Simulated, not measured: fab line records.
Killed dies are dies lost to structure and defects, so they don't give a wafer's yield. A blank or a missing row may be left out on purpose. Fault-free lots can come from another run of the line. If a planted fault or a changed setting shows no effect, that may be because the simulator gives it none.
Matching of chambers ; flow n5-finfet ; N5_BEOL_M8_PECVD_70 on pecvd-01: 3 sister chambers
The step deposits SiO2 from TEOS/O2, target thk 20 nm, time 22.7 s. 6 wafers are shown with their chamber, then 7 later ones without.

## WAFERS, EACH WITH ITS CHAMBER
wafer;chamber;throttle-valve-pct (%);heater-power-w (W)
L079.6;2;22.1;718
L080.3;1;23.0;625
L085.5;0;22.7;645
L085.6;2;22.0;823
L092.1;0;22.8;607
L092.2;1;22.8;677

## WAFERS WHOSE CHAMBER IS MISSING
wafer;throttle-valve-pct (%);heater-power-w (W)
L092.3;22.3;719
L090.1;22.9;690
L090.4;23.3;615
L090.6;22.7;704
L096.1;22.8;657
L096.2;22.1;739
L096.4;22.3;741

## EACH ONE'S CHAMBER
wafer;from the rows above;in truth
L092.3;2;2
L090.1;can't be placed: 1 or 0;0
L090.4;can't be placed: 1 or 0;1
L090.6;can't be placed: 0 or 1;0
L096.1;can't be placed: 0 or 1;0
L096.2;2;2
L096.4;2;2
3 of 7 placed correctly. Not placeable from these rows: 4 (in 4, the candidates include the true chamber). Placed wrongly: 0.
How it was worked out, from the rows above alone: a wafer's distance from a chamber is the root of the sum, over the readings, of the square of ((its reading less the chamber's mean) divided by the reading's scatter). The wafer belongs to the nearest chamber; if the next one is less than 2 further off, it can't be placed. The mean given for a chamber averages the wafers shown for that chamber. How the scatter is found: for the shown wafers, subtract from each reading the mean of its chamber, square and add these, divide the total by (wafers less chambers), then take the root.
